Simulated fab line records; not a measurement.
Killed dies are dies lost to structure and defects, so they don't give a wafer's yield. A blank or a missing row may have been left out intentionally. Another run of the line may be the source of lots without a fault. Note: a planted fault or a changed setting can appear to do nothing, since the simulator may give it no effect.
Matching of chambers + flow n5Finfet + aldMetal-01 running N5_BEOL_M6_ALD_77: 4 sister chambers
The step deposits TaN, target thk 2 nm, pulse time 2 s, purge time 3 s. 4 wafers are shown with their chamber, then 8 later ones without.

== WAFERS PAIRED WITH THEIR CHAMBERS ==
| wafer  | chamber | heaterPowerW (W) |
|--------|---------|------------------|
| L083.2 | 3       | 348              |
| L083.3 | 0       | 351              |
| L086.6 | 2       | 413              |
| L088.2 | 1       | 388              |

== WAFERS WITHOUT THEIR CHAMBER ==
| wafer  | heaterPowerW (W) |
|--------|------------------|
| L088.5 | 346              |
| L088.6 | 331              |
| L091.1 | 322              |
| L091.2 | 341              |
| L091.3 | 381              |
| L082.1 | 339              |
| L082.3 | 406              |
| L082.6 | 379              |

== THE CHAMBER EACH PASSED THROUGH ==
| wafer  | from the rows above               | in truth |
|--------|-----------------------------------|----------|
| L088.5 | can't be placed: 3 or 0           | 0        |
| L088.6 | can't be placed: 3 or 0           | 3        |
| L091.1 | can't be placed: 3 or 0           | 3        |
| L091.2 | can't be placed: 3 or 0           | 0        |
| L091.3 | can't be placed: 1 or 0 or 2      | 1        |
| L082.1 | can't be placed: 3 or 0           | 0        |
| L082.3 | can't be placed: 2 or 1           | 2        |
| L082.6 | can't be placed: 1 or 0 or 3 or 2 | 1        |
0 of 8 placed correctly. Can't be placed from these rows: 8 (the true chamber is among the candidates in 8). Number placed wrongly: 0.
How it was worked out, from the rows above alone: a wafer's distance from a chamber is the root of the sum, over the readings, of the square of ((its reading less the chamber's mean) divided by the reading's scatter). The wafer belongs to the nearest chamber; if the next one is less than 2 further off, it can't be placed. For every chamber, the mean is computed from those of its wafers that are shown. The scatter: with one shown wafer a chamber, the root of the mean of the squares of how far each hidden wafer lies from its nearest shown one.
